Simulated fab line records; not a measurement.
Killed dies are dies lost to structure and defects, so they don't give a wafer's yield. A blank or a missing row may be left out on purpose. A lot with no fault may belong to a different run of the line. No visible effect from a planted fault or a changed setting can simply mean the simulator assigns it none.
A struck lot beside a sound one + flow n5Finfet + 36 out of 1938 route steps
Sound: these wafers, L910.2, L910.5, L910.6. Wafers struck: L901.1, L901.2, L901.4. The cause comes at the end.
Each step with rows lists, per side, the tool, then ch with its chambers, then its first start. Under that, the readings that differ: sound wafers + struck wafers + difference of the means + sigmas: that difference in standard deviations of wafers without a fault.
alike: readings whose means differ by less than 2 such deviations, and words and numbers that are the same on both sides. not compared: withheld readings, readings that some wafer has no value for, bounds like >300 that may hide the same value, and numbers for which the record gives no deviation and whose values overlap.
Wherever a step has rows on one side only, a row that says differs or no value, or a row with sigmas, the two part there. When numbers do not overlap yet have no deviation, they are printed without sigmas and do not part them. A reading that every wafer of one side lacks parts them only if that side has two wafers or more.

first, 9 steps without rows for these wafers: N5_BEOL_M4_ANNEAL_95 (time 240 s); N5_BEOL_M4_SPUTTER_96 (material Cu, target thk 4.5 nm, time 8.29 s); N5_BEOL_M4_ECD_50 (material Cu, target thk 300 nm); N5_BEOL_M4_ANNEAL_51 (time 90 s); N5_BEOL_M4_CMP_52 (polishes, stops on SiOC, t overpolish 6.8 s, target thk 40 nm); N5_BEOL_M4_PRE_CLEAN_60 (time 15 s); N5_BEOL_M4_CO_CAP_55 (material Co, precursor CCTBA/H2, target thk 2 nm, time 102.1 s); N5_BEOL_M4_PRE_CLEAN_56 (time 15 s); N5_BEOL_M4_DEP_57 (deposits SiCN from 3MS/NH3, target thk 8 nm, time 14 s).
N5_BEOL_M4_RC_MEAS_101:
  sound on prober-01 ch 0, day 15 05:15; struck on prober-02 ch 0, day 13 14:07
| reading       | sound       | struck      | difference | sigmas |
|---------------|-------------|-------------|------------|--------|
| ION_N (uA/um) | 691 679 702 | 652 653 672 | -32        | -2     |
| ION_P (uA/um) | 470 466 484 | 448 454 458 | -20        | -3     |
| VT_N (mV)     | 244 247 245 | 256 252 252 | +8         | +2     |
  alike: DIBL_N, DIBL_P, IOFF_N, IOFF_P, SS_N, SS_P, VT_P
then, 24 steps without rows for these wafers: N5_BEOL_M5_ILD_DEP_00 (deposits SiCOH lowk from DEMS/porogen, target thk 140.64 nm, time 25.9 s); N5_BEOL_M5_CURE_79 (cures SiCOH lowk, time 240 s); N5_BEOL_M5_PECVD_70 (deposits SiO2 from TEOS/O2, target thk 16 nm, time 18 s); N5_BEOL_M5_HM_DEP_02 (deposits TiN, target thk 20 nm); N5_BEOL_M5_COAT_59 (time 60 s, resist thk 60 nm); N5_BEOL_M5_COAT_60 (time 60 s, resist thk 12 nm); N5_BEOL_M5_COAT_71 (time 60 s, resist thk 5 nm); N5_BEOL_M5_COAT_05 (resist thk 30 nm); N5_BEOL_M5_EBR_07; N5_BEOL_M5_SOFTBAKE_06 (time 60 s); N5_BEOL_M5_EXPOSE_08 (exposes mask M5, target cd 28 nm); N5_BEOL_M5_PEB_09 (peb time 60 s); N5_BEOL_M5_DEVELOP_10 (develop time 30 s); N5_BEOL_M5_DESCUM_16 (chemistry O2, time 7 s); N5_BEOL_M5_ETCH_72 (etches underlayer in N2/H2, target depth 6.5 nm, time 5.2 s); N5_BEOL_M5_ETCH_61 (etches SiARC in CF4, target depth 15.6 nm, time 26 s); N5_BEOL_M5_ETCH_62 (etches SOC in N2/H2, target depth 75 nm, overetch 15 nm, time 112.5 s); N5_BEOL_M5_STRIP_63 (strips in N2/H2); N5_BEOL_M5_STRIP_73 (strips in N2/H2); N5_BEOL_M5_STRIP_64 (strips in CF4); N5_BEOL_M5_HM_OPEN_17 (chemistry Cl2/BCl3, target TiN, target depth 20 nm, overetch 6 nm); N5_BEOL_M5_STRIP_19 (strips in O2); N5_BEOL_M5_COAT_65 (time 60 s, resist thk 60 nm); N5_BEOL_M5_COAT_66 (time 60 s, resist thk 12 nm).
-- a jump in the record: the struck wafers' starts before and after are 3 days apart (it breaks off in module BEOL_M5 and resumes in module BEOL_M11, where the first step shown is number 1575 of the route) --
N5_BEOL_M11_VIA_ETCH_34: etches SiCOH lowk in C4F6/O2, target depth 184.5 nm, time 69.2 s.
  sound on rieDiel-01 ch 0,3, day 17 17:04; struck on rieDiel-02 ch 0,2,3, day 16 09:50
  no value came back on the struck wafers for any of 8 readings (C4F6_flow_sccm (sccm), O2_flow_sccm (sccm) and others); on the sound wafers C4F6_flow_sccm (sccm) reads 9.99 10.04 10.05
| reading                                    | sound          | struck            | difference | sigmas |
|--------------------------------------------|----------------|-------------------|------------|--------|
| model.SiARC_of_BEOL_M11_COAT_64.thkNm (nm) | 0 0 0          | 22.6 22.6 22.8    | +22.7      |        |
| model.SOC_of_BEOL_M11_COAT_63.thkNm (nm)   | 92.4 92.6 92.6 | 100.4 100.2 100.4 | +7.8       |        |
  not compared: rfHoursCounterH
-- the record jumps here: 2 days lie between the struck wafers' starts before and after (it left off in module BEOL_M11 and takes up again in module PASSIVATION, whose first step shown is number 1936 of the route) --
N5_PASSIVATION_PROBE_49:
  rows exist in the record for the struck wafers here (prober-02, day 18 10:40), but not for the sound ones

== WHERE THEY PART ==
Last at N5_PASSIVATION_PROBE_49 as far as this record goes, first at N5_BEOL_M4_RC_MEAS_101.

WHY: what the simulator had put in
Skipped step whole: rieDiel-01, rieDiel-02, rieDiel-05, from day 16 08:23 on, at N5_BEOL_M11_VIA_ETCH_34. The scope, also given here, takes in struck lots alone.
